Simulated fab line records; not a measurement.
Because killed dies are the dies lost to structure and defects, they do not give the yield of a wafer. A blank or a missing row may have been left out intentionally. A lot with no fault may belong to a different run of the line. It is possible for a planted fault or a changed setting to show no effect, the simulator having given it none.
A lot that was struck, set against a sound lot -- flow n5Finfet -- 15 out of 1938 route steps
Sound: wafers L819.1, L819.4, L819.6. Struck: wafer L827.6. (L827.1, L827.3 of the same lot were not struck and are left out.) The cause comes at the end.
Order at every step that has rows: each side's tool, ch and its chambers, its first start. Under that, the readings that differ: sound wafers -- struck wafers -- difference of the means -- sigmas: that difference in standard deviations of wafers without a fault.
alike: readings whose means differ by less than 2 such deviations, and words and numbers that are the same on both sides. not compared: withheld readings, readings that some wafer has no value for, bounds like >300 that may hide the same value, and numbers for which the record gives no deviation and whose values overlap.
A row with sigmas, a row that says differs or no value, or rows on one side alone: a step with any of these is where the two part. Non-overlapping numbers with no deviation appear without sigmas and do not part them. A reading that every wafer of one side lacks parts them only if that side has two wafers or more.

first, 1 step without rows for these wafers: N5_BEOL_M10_CURE_72 (cures SiCOH lowk, time 120 s).
N5_BEOL_M10_DEGAS_44: time 60 s.
  sound on pvdSputter-03, day 11 03:46; struck on pvdSputter-03, day 13 09:29
  alike: heaterPowerW
then, 1 step without rows for these wafers: N5_BEOL_M10_PRE_CLEAN_45 (time 30 s).
N5_BEOL_M10_ALD_74: deposits TaN, target thk 2 nm, pulse time 2 s, purge time 3 s.
  sound on aldMetal-03 ch 0,3, day 11 03:52; struck on aldMetal-03 ch 0, day 13 09:35
  alike: heaterPowerW
N5_BEOL_M10_SURFACE_TREAT_76:
  sound on pvdSputter-01, day 11 05:38; struck on pvdSputter-01, day 13 09:52
  not compared: throttleValvePct
then, 1 step without rows for these wafers: N5_BEOL_M10_CVD_75 (deposits Co from CCTBA/H2, target thk 2 nm, time 138.9 s).
N5_BEOL_M10_SPUTTER_48: material Cu, target thk 12 nm, time 2 s.
  sound on pvdSputter-01, day 11 05:52; struck on pvdSputter-01, day 13 10:06
  alike: throttleValvePct
then, 2 steps without rows for these wafers: N5_BEOL_M10_ECD_50 (material Cu, target thk 318 nm); N5_BEOL_M10_ANNEAL_51 (time 90 s).
N5_BEOL_M10_CMP_52: polishes, stops on SiCOH lowk, t overpolish 7 s, target thk 140 nm.
  sound on cmp-02 ch 0,1, day 11 06:26; struck on cmp-01 ch 2, day 13 10:38
  alike: barrierFieldEndpointS, clearingPlatenRpm, motorCurrentA, overpolishRunS, timeToEndpointS
N5_BEOL_M10_THK_MEAS_53: measures by xrf.
  sound on filmMetro-02, day 11 06:41; struck on filmMetro-01, day 13 10:56
  alike: M10_THK
then, 1 step without rows for these wafers: N5_BEOL_M10_PRE_CLEAN_55 (time 15 s).
N5_BEOL_M10_DEP_56: deposits SiCN from 3MS/NH3, target thk 15 nm, time 26.5 s.
  sound on pecvd-02 ch 0,2, day 11 06:45; struck on pecvd-02 ch 0, day 13 11:00
reading,sound,struck,difference,sigmas
model.SiCN_of_BEOL_M10_DEP_56.thkNm (nm),14.8 15.2 15,18.6,+3.6,
  alike: rfFwdPowerW, showerheadPlenumPTorr, throttleValvePct
N5_BEOL_M10_RS_MEAS_57: a four-point-probe measurement.
  sound on filmMetro-02, day 11 06:49; struck on filmMetro-02, day 13 11:04
  alike: M10_RS
-- record jumps: 2 days separate the struck wafers' starts on either side; left off in module BEOL_M10, taken up again in module PASSIVATION, whose first shown step is the route's number 1936 --
N5_PASSIVATION_PROBE_49:
  rows exist in the record for the struck wafers here (prober-01, day 15 18:16), but not for the sound ones

== WHERE THEY PART ==
Only at N5_PASSIVATION_PROBE_49, within this record.

WHY: the cause the simulator had injected
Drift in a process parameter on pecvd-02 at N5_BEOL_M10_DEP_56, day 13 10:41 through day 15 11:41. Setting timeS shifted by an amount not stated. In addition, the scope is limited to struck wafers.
